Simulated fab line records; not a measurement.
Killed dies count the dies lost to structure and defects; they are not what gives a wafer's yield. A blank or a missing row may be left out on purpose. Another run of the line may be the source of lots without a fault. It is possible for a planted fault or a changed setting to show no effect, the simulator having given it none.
What tool caused it?    flow nand_harc    33 wafers from 11 lots sampled at 6 of the route's 1302 steps

WHAT THE GAUGES READ, wafer by wafer
NHARC_P_M0_INSPECT_11.
lot   measured      on                 raw_defect_count
L337  day 6 00:53   defect_inspect-02  2 5 7
L338  day 6 11:03   defect_inspect-02  2 5 5
L340  day 7 01:43   defect_inspect-02  6 5 1
L341  day 7 20:12   defect_inspect-01  6 3 7
L343  day 8 13:02   defect_inspect-01  7 3 4
L344  day 8 18:09   defect_inspect-02  3 4 4
L351  day 12 05:40  defect_inspect-01  7 7 5
L353  day 12 23:40  defect_inspect-01  2 5 5
L356  day 13 22:25  defect_inspect-02  3 6 3
L357  day 14 14:44  defect_inspect-01  4 5 5
L360  day 15 21:22  defect_inspect-02  7 3 3

NHARC_P_M1_INSPECT_11.
lot   measured      on                 raw_defect_count
L337  day 6 05:04   defect_inspect-01  2 4 5
L338  day 6 15:10   defect_inspect-01  3 4 3
L340  day 7 05:41   defect_inspect-01  6 5 3
L341  day 8 00:16   defect_inspect-01  4 3 5
L343  day 8 16:58   defect_inspect-02  256 262 270
L344  day 8 22:28   defect_inspect-01  295 268 276
L351  day 12 09:35  defect_inspect-02  9 7 4
L353  day 13 03:43  defect_inspect-02  2 8 7
L356  day 14 02:20  defect_inspect-02  4 5 5
L357  day 14 18:49  defect_inspect-01  5 2 2
L360  day 16 01:27  defect_inspect-02  5 4 2

NHARC_END_SORT_01.
lot   measured      on         defect_limited_yield (%)  killed_at_array  killed_at_other  killed_at_periphery  killed_dies  killed_open  killed_short  sort_bin_2_pct (%)  sort_bin_3_pct (%)  sort_bin_4_pct (%)  sort_n_pass  sort_rim_yield_pct (%)  sort_yield_pct (%)
L343  day 27 21:28  prober-01  62.9 61.6 63.2            60 54 52         0 0 0            191 206 197          251 260 249  3 2 3        1 1 1         12.3 13.0 13.0      2.4 3.0 2.2         22.5 22.5 21.6      426 417 428  53 56 63                62.9 61.6 63.2
L344  day 27 09:52  prober-02  61.2 64.7 64.8            35 45 34         1 0 0            227 194 204          263 239 238  1 5 2        2 1 3         13.6 13.0 11.4      2.5 1.8 2.7         22.7 20.5 21.1      414 438 439  54 78 66                61.2 64.7 64.8

TOOL THAT RAN EACH LOT (tool first, then ch and the chambers of the sampled wafers, then the start)
lot   NHARC_P_M0_ETCH_34                  NHARC_P_M0_PRE_CLEAN_29                  NHARC_P_M0_CMP_23
L337  rie_diel-02 ch 0,2,3, day 6 01:02   pvd_sputter-03, day 6 03:03 or earlier   cmp-01 ch 0,1,2, day 6 03:03
L338  rie_diel-05 ch 1,2, day 6 11:12     pvd_sputter-02, day 6 13:13 or earlier   cmp-04 ch 0,2, day 6 13:13
L340  rie_diel-12 ch 1,3, day 7 01:52     pvd_sputter-03, day 7 03:49 or earlier   cmp-04 ch 0,2,3, day 7 03:49
L341  rie_diel-12 ch 1,2,3, day 7 20:21   pvd_sputter-02, day 7 22:19 or earlier   cmp-04 ch 0,1,2, day 7 22:19
L343  rie_diel-05 ch 1,2, day 8 13:11     pvd_sputter-01, day 8 15:06 or earlier   cmp-04 ch 1,3, day 8 15:06
L344  rie_diel-05 ch 0,2,3, day 8 18:28   pvd_sputter-02, day 8 20:28 or earlier   cmp-04 ch 0,3, day 8 20:28
L351  rie_diel-05 ch 0,2, day 12 05:49    pvd_sputter-01, day 12 07:44 or earlier  cmp-04 ch 1,3, day 12 07:44
L353  rie_diel-05 ch 2,3, day 12 23:48    pvd_sputter-03, day 13 01:46 or earlier  cmp-04 ch 1,3, day 13 01:46
L356  rie_diel-05 ch 1,3, day 13 22:34    pvd_sputter-01, day 14 00:28 or earlier  cmp-04 ch 1,2,3, day 14 00:28
L357  rie_diel-05 ch 0,2,3, day 14 14:53  pvd_sputter-03, day 14 16:50 or earlier  cmp-03 ch 0,1,3, day 14 16:50
L360  rie_diel-05 ch 1,2, day 15 21:31    pvd_sputter-03, day 15 23:31 or earlier  cmp-04 ch 0,2,3, day 15 23:31
- NHARC_P_M0_ETCH_34: etches the open film in N2/H2, target depth 40 nm, overetch 12 nm, time 43.94 s.
- NHARC_P_M0_PRE_CLEAN_29: time 30 s.
- NHARC_P_M0_CMP_23: polishes, t overpolish 20 s, target thk 117.54 nm.

AS READ BY THE TOOLS THEMSELVES (means over the sampled wafers that have a number; for cases with no such wafer, the mark the record gives instead)
NHARC_P_M0_ETCH_34.
lot   tool         drypump_motor_current_A (A)  mfc_ar_sccm (sccm)  oes_product_au (a.u.)  rf_fwd_power_W (W)  rf_vpp_V (V)  showerhead_plenum_p_Torr (Torr)  throttle_valve_pct (%)
L337  rie_diel-02  6.1                          0.0012              1.000                  396.3               429.9         1.97                             14.171
L338  rie_diel-05  5.9                          0.0002              0.993                  393.6               431.3         2.06                             14.162
L340  rie_diel-12  6.0                          0.0015              0.992                  395.6               433.0         2.11                             14.170
L341  rie_diel-12  5.8                          0.0008              0.996                  394.0               429.9         2.02                             14.177
L343  rie_diel-05  6.0                          0.0002              0.990                  394.3               431.0         2.06                             14.178
L344  rie_diel-05  5.8                          0.0003              1.001                  395.3               429.9         2.01                             14.182
L351  rie_diel-05  5.9                          0.0000              0.995                  395.1               428.2         1.97                             14.167
L353  rie_diel-05  5.7                          0.0007              0.995                  394.2               430.6         2.07                             14.172
L356  rie_diel-05  6.1                          0.0007              0.994                  394.4               432.3         2.13                             14.176
L357  rie_diel-05  5.9                          0.0003              0.993                  394.0               429.0         2.00                             14.165
L360  rie_diel-05  6.1                          0.0004              0.992                  394.6               431.9         2.10                             14.172

NHARC_P_M0_PRE_CLEAN_29.
lot   tool            heater_power_w (W)
L337  pvd_sputter-03  420
L338  pvd_sputter-02  375
L340  pvd_sputter-03  341
L341  pvd_sputter-02  374
L343  pvd_sputter-01  391
L344  pvd_sputter-02  392
L351  pvd_sputter-01  381
L353  pvd_sputter-03  378
L356  pvd_sputter-01  386
L357  pvd_sputter-03  413
L360  pvd_sputter-03  441

NHARC_P_M0_CMP_23.
lot   tool    edge_zone_pressure_frac  motor_current_A (A)  time_to_endpoint_s (s)
L337  cmp-01  0.999                    12.6                 27.9
L338  cmp-04  1.004                    10.7                 29.0
L340  cmp-04  0.999                    11.6                 31.8
L341  cmp-04  1.001                    11.8                 28.0
L343  cmp-04  1.003                    12.3                 31.8
L344  cmp-04  0.999                    11.4                 32.2
L351  cmp-04  1.002                    11.8                 26.8
L353  cmp-04  1.002                    12.2                 31.1
L356  cmp-04  1.007                    12.4                 28.9
L357  cmp-03  0.995                    12.9                 27.6
L360  cmp-04  1.001                    11.8                 30.8

THE ANSWER, worked out from the rows above alone
Rule: usual is defined by the lots themselves. Put in order of their means at a reading, lots are off if they are a third of the lots or fewer, leave a main group of 4 or more, and stand apart from it by a gap of 3 or more times the standard deviation of the main group's means; of several such gaps the widest counts. The tables above print the reading to a certain number of digits; a main group whose means all agree to those digits is not used. Also off: a lot with no number at a reading for which 4 or more lots have one. Where the step has rows for the other lots, those lots are counted as sound. First the gauges in route order, then the tools' own readings, where a lot's mean is used as printed above. The first step at which some lot is off is used, and at that step the reading that is off furthest; a lot without a number counts as furthest.
Off: L343, L344, at NHARC_P_M1_INSPECT_11 (raw_defect_count). For the main group the mean is 4.4 and the standard deviation 1.1.
A tool fits if, at a process step before that reading, it ran every lot that is off, and no sound lot after the first of them. Gauges at NHARC_P_M1_INSPECT_11: tried the same way as those tools. NHARC_P_M0_PRE_CLEAN_29 gives no start for some lots, so the hours and the order of its lots are those of NHARC_P_M0_CMP_23. Not one of the candidates tried fits.

WHAT HAD BEEN PUT IN BY THE SIMULATOR
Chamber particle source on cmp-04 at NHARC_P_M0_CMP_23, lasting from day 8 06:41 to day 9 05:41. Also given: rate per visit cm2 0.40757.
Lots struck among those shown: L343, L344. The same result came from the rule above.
